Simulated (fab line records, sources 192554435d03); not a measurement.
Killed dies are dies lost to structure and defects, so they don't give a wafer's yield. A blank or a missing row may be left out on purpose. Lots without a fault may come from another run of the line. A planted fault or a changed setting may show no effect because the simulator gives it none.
One fault seen from 2 desks | flow n5_finfet | each desk has only its own numbers; what lay behind them comes last

THE METROLOGY DESK
What the gauges read, lot by lot, whatever tool the lot ran on: means of the sampled wafers that have a number. A lot is out of limits, marked OUT, if its mean lies more than 4 standard deviations from the usual mean; the brackets give that distance. Of its 14 readings 7 are shown: the one that was out of limits first, and those that lie furthest out on some lot.
Columns: A = trench_depth_nm at N5_BEOL_M4_OCD_MEAS_38, usual 55.5 nm; B = M4_THK at N5_BEOL_M4_THK_MEAS_53, usual 39.7 nm; C = M4_RS at N5_BEOL_M4_RS_MEAS_58, usual 0.68 ohm/sq; D = IOFF_N at N5_BEOL_M4_RC_MEAS_101, usual 0.17 nA/um; E = ION_N at N5_BEOL_M4_RC_MEAS_101, usual 680 uA/um; F = ION_P at N5_BEOL_M4_RC_MEAS_101, usual 464 uA/um; G = VT_P at N5_BEOL_M4_RC_MEAS_101, usual -251 mV
lot  | first seen here | A               | B    | C    | D    | E   | F   | G
L751 | day 8 21:36     | 54.9            | 38.9 | 0.69 | 0.17 | 676 | 468 | -246
L756 | day 9 15:11     | 55.0            | 39.1 | 0.69 | 0.17 | 676 | 459 | -253
L763 | day 12 13:43    | 60.3            | 42.8 | 0.62 | 0.20 | 682 | 468 | -249
L768 | day 12 17:56    | 63.2 (+5.9) OUT | 46.8 | 0.55 | 0.14 | 678 | 463 | -250
L769 | day 13 13:55    | 58.8            | 41.2 | 0.63 | 0.23 | 702 | 478 | -246
L770 | day 13 21:52    | 56.1            | 41.0 | 0.65 | 0.16 | 672 | 465 | -251
L772 | day 14 04:52    | 54.5            | 39.8 | 0.69 | 0.18 | 674 | 462 | -248
L773 | day 14 09:42    | 56.6            | 40.9 | 0.65 | 0.19 | 686 | 469 | -244
This desk's finding: out of limits on L768; first on L768, day 12 17:56 (trench_depth_nm at N5_BEOL_M4_OCD_MEAS_38). In limits: L751, L756, L763, L769, L770, L772, L773.

THE TOOL OWNER'S DESK: rie_diel-03
The tool's own readings at N5_BEOL_M4_TRENCH_ETCH_37 (etches SiOC in C4F6/O2, target depth 55.555 nm, time 29.2 s): means of the sampled wafers that have a number, for each lot that ran on this tool. A lot is out of limits, marked OUT, if its mean lies more than 4 standard deviations from the usual mean; the brackets give that distance.
Columns: A = drypump_motor_current_A at N5_BEOL_M4_TRENCH_ETCH_37, usual 5.6 A; B = mfc_ar_sccm at N5_BEOL_M4_TRENCH_ETCH_37, usual 299.9 sccm; C = oes_product_au at N5_BEOL_M4_TRENCH_ETCH_37, usual 0.78 a.u.; D = rf_vpp_V at N5_BEOL_M4_TRENCH_ETCH_37, usual 665 V; E = run_length_s at N5_BEOL_M4_TRENCH_ETCH_37, usual 52.4 s; F = showerhead_plenum_p_Torr at N5_BEOL_M4_TRENCH_ETCH_37, usual 2.89 Torr; G = throttle_valve_pct at N5_BEOL_M4_TRENCH_ETCH_37, usual 20.99 %
lot  | first seen here | A   | B     | C    | D   | E               | F    | G
L751 | day 8 21:27     | 5.8 | 300.7 | 0.73 | 664 | 52.6            | 2.85 | 21.15
L756 | day 9 15:02     | 5.5 | 299.5 | 0.75 | 666 | 52.8            | 2.91 | 20.83
L763 | day 12 13:33    | 5.8 | 300.8 | 0.85 | 658 | 54.2 (+4.0) OUT | 2.96 | 20.96
L768 | day 12 17:47    | 5.2 | 299.6 | 0.74 | 676 | 56.5 (+9.0) OUT | 2.85 | 21.14
L769 | day 13 13:46    | 5.5 | 299.9 | 0.72 | 676 | 54.8 (+5.1) OUT | 2.90 | 21.12
This desk's finding: out of limits on L763, L768, L769; first on L763, day 12 13:33 (run_length_s at N5_BEOL_M4_TRENCH_ETCH_37). In limits: L751, L756.

PUT TOGETHER
The tool owner's desk could have raised an alarm at day 12 13:33, on L763, L768, L769.
The metrology desk could have raised an alarm at day 12 17:56, on L768.
The metrology desk has L763, L769 on record, within its limits.
Of the lots named, all ran N5_BEOL_M4_TRENCH_ETCH_37 on rie_diel-03.

WHAT THE SIMULATOR HAD PUT IN
Process parameter drift: rie_diel-03, from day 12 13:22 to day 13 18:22, at N5_BEOL_M4_TRENCH_ETCH_37. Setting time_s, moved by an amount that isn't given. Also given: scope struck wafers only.
Lots struck among those shown: L763, L768, L769.
Hours from the fault's start to each desk's first reading out of limits: the tool owner's desk, 0; the metrology desk, 5.
